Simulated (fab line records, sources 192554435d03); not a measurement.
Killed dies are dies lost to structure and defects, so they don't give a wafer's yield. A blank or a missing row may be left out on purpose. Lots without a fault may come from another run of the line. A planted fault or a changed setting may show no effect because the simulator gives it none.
Which tool did it? | flow n5_finfet | 11 lots, 33 wafers sampled, at 4 steps of a route of 1938

WHAT THE GAUGES READ, wafer by wafer
N5_BEOL_M9_INSPECT_13: inspects for defects (brightfield).
lot  | measured     | on                | raw_defect_count
L531 | day 10 01:38 | defect_inspect-02 | 255 274 299
L532 | day 10 08:47 | defect_inspect-02 | 399 490 539
L533 | day 10 09:58 | defect_inspect-01 | 427 400 336
L536 | day 11 07:29 | defect_inspect-01 | 589 441 463
L540 | day 12 22:04 | defect_inspect-02 | 404 263 392
L542 | day 12 23:51 | defect_inspect-02 | 535 532 498
L543 | day 13 21:45 | defect_inspect-01 | 569 555 688
L544 | day 13 21:39 | defect_inspect-02 | 785 641 802
L546 | day 14 06:31 | defect_inspect-02 | 260 290 354
L550 | day 15 18:09 | defect_inspect-02 | 652 562 332
L552 | day 16 15:34 | defect_inspect-02 | 260 272 312

WHICH TOOL RAN EACH LOT (tool, then ch and the chambers of the sampled wafers, then the start)
lot  | N5_BEOL_M8_DESCUM_16               | N5_BEOL_M8_ALD_77                   | N5_BEOL_M8_DEP_56
L531 | rie_diel-04 ch 2,3, day 9 17:44    | ald_metal-02 ch 0,1,2, day 9 22:17  | pecvd-03 ch 0,1, day 10 00:16
L532 | rie_diel-05 ch 0,1, day 10 01:31   | ald_metal-04 ch 0,3, day 10 04:49   | pecvd-04 ch 0,1, day 10 06:57
L533 | rie_diel-06 ch 1,2,3, day 10 03:32 | ald_metal-03 ch 0,1, day 10 05:51   | pecvd-01 ch 1,2, day 10 07:30
L536 | rie_diel-04 ch 0,1, day 11 01:05   | ald_metal-02 ch 0,1,2, day 11 03:40 | pecvd-04 ch 1,2, day 11 05:11
L540 | rie_diel-04 ch 0,1,3, day 12 14:28 | ald_metal-04 ch 0,2,3, day 12 18:31 | pecvd-03 ch 0,1, day 12 20:23
L542 | rie_diel-04 ch 0,2, day 12 14:43   | ald_metal-03 ch 1,2,3, day 12 19:42 | pecvd-03 ch 0,1,2, day 12 21:33
L543 | rie_diel-04 ch 0,1,2, day 13 14:23 | ald_metal-03 ch 1,2,3, day 13 17:51 | pecvd-04 ch 0,2, day 13 19:27
L544 | rie_diel-05 ch 0,1,3, day 13 14:41 | ald_metal-02 ch 0,1,2, day 13 17:32 | pecvd-04 ch 1,2, day 13 19:11
L546 | rie_diel-05 ch 0,1,3, day 13 21:49 | ald_metal-03 ch 0,3, day 14 00:55   | pecvd-01 ch 0,1,2, day 14 02:32
L550 | rie_diel-04 ch 1,2, day 15 06:07   | ald_metal-02 ch 1,2,3, day 15 09:56 | pecvd-03 ch 1,2, day 15 11:47
L552 | rie_diel-06 ch 0,1,2, day 16 04:57 | ald_metal-04 ch 1,2, day 16 09:20   | pecvd-01 ch 0,2, day 16 11:52
- N5_BEOL_M8_DESCUM_16: chemistry O2, time 7.9 s.
- N5_BEOL_M8_ALD_77: deposits TaN, target thk 2 nm, pulse time 2 s, purge time 3 s.
- N5_BEOL_M8_DEP_56: deposits SiCN from 3MS/NH3, target thk 10 nm, time 17.5 s.

WHAT THE TOOLS THEMSELVES READ (means of the sampled wafers that have a number; where no wafer has one, the mark that the record gives instead)
N5_BEOL_M8_DESCUM_16.
lot  | tool        | drypump_motor_current_A (A) | oes_product_au (a.u.) | rf_fwd_power_W (W) | rf_vpp_V (V) | showerhead_plenum_p_Torr (Torr) | throttle_valve_pct (%)
L531 | rie_diel-04 | 5.5                         | 0.81                  | 49.49              | 243.6        | 2.09                            | 20.18
L532 | rie_diel-05 | 5.8                         | 0.93                  | 49.31              | 243.7        | 2.20                            | 20.35
L533 | rie_diel-06 | 6.0                         | 0.74                  | 49.43              | 242.3        | 2.02                            | 20.52
L536 | rie_diel-04 | 5.5                         | 0.86                  | 49.23              | 243.8        | 2.17                            | 20.13
L540 | rie_diel-04 | 5.4                         | 0.80                  | 49.52              | 242.5        | 2.09                            | 20.08
L542 | rie_diel-04 | 5.7                         | 0.84                  | 49.27              | 244.5        | 2.22                            | 20.35
L543 | rie_diel-04 | 5.6                         | 0.75                  | 49.08              | 242.9        | 2.14                            | 20.36
L544 | rie_diel-05 | 5.8                         | 0.86                  | 49.03              | 243.1        | 2.11                            | 20.36
L546 | rie_diel-05 | 5.8                         | 0.86                  | 49.33              | 242.7        | 2.11                            | 20.34
L550 | rie_diel-04 | 5.4                         | 0.67                  | 49.38              | 242.7        | 2.04                            | 20.38
L552 | rie_diel-06 | 6.0                         | 0.88                  | 49.46              | 243.8        | 2.10                            | 20.37

N5_BEOL_M8_ALD_77.
lot  | tool         | heater_power_w (W)
L531 | ald_metal-02 | 424
L532 | ald_metal-04 | 465
L533 | ald_metal-03 | 448
L536 | ald_metal-02 | 432
L540 | ald_metal-04 | 460
L542 | ald_metal-03 | 472
L543 | ald_metal-03 | 475
L544 | ald_metal-02 | 426
L546 | ald_metal-03 | 435
L550 | ald_metal-02 | 397
L552 | ald_metal-04 | 456

N5_BEOL_M8_DEP_56.
lot  | tool     | rf_fwd_power_W (W) | showerhead_plenum_p_Torr (Torr) | throttle_valve_pct (%)
L531 | pecvd-03 | 199.2              | 3.672                           | 9.2
L532 | pecvd-04 | 199.8              | 3.667                           | 9.6
L533 | pecvd-01 | 199.6              | 3.646                           | 9.2
L536 | pecvd-04 | 198.9              | 3.657                           | 8.5
L540 | pecvd-03 | 198.7              | 3.670                           | 9.3
L542 | pecvd-03 | 200.0              | 3.671                           | 9.0
L543 | pecvd-04 | 199.7              | 3.658                           | 9.3
L544 | pecvd-04 | 200.0              | 3.663                           | 8.7
L546 | pecvd-01 | 200.5              | 3.648                           | 9.1
L550 | pecvd-03 | 200.3              | 3.667                           | 9.0
L552 | pecvd-01 | 200.0              | 3.647                           | 9.0

THE ANSWER, worked out from the rows above alone
Rule: what is usual is taken from the lots themselves. Put in order of their means at a reading, lots are off if they are a third of the lots or fewer, leave a main group of 4 or more, and stand apart from it by a gap of 3 or more times the standard deviation of the main group's means; of several such gaps the widest counts. A main group whose means are all the same, to the digits that the tables above print for the reading, isn't used. A lot without any number at a reading at which 4 lots or more have one is off too. The other lots that the step has rows for count as sound. The gauges are gone through in route order, then the tools' own readings, and for those a lot's mean is taken as printed above. The first step at which some lot is off is used, and at that step the reading that is off furthest; a lot without a number counts as furthest.
No lot is off at any reading shown: from this, nothing can be told.

WHAT THE SIMULATOR HAD PUT IN
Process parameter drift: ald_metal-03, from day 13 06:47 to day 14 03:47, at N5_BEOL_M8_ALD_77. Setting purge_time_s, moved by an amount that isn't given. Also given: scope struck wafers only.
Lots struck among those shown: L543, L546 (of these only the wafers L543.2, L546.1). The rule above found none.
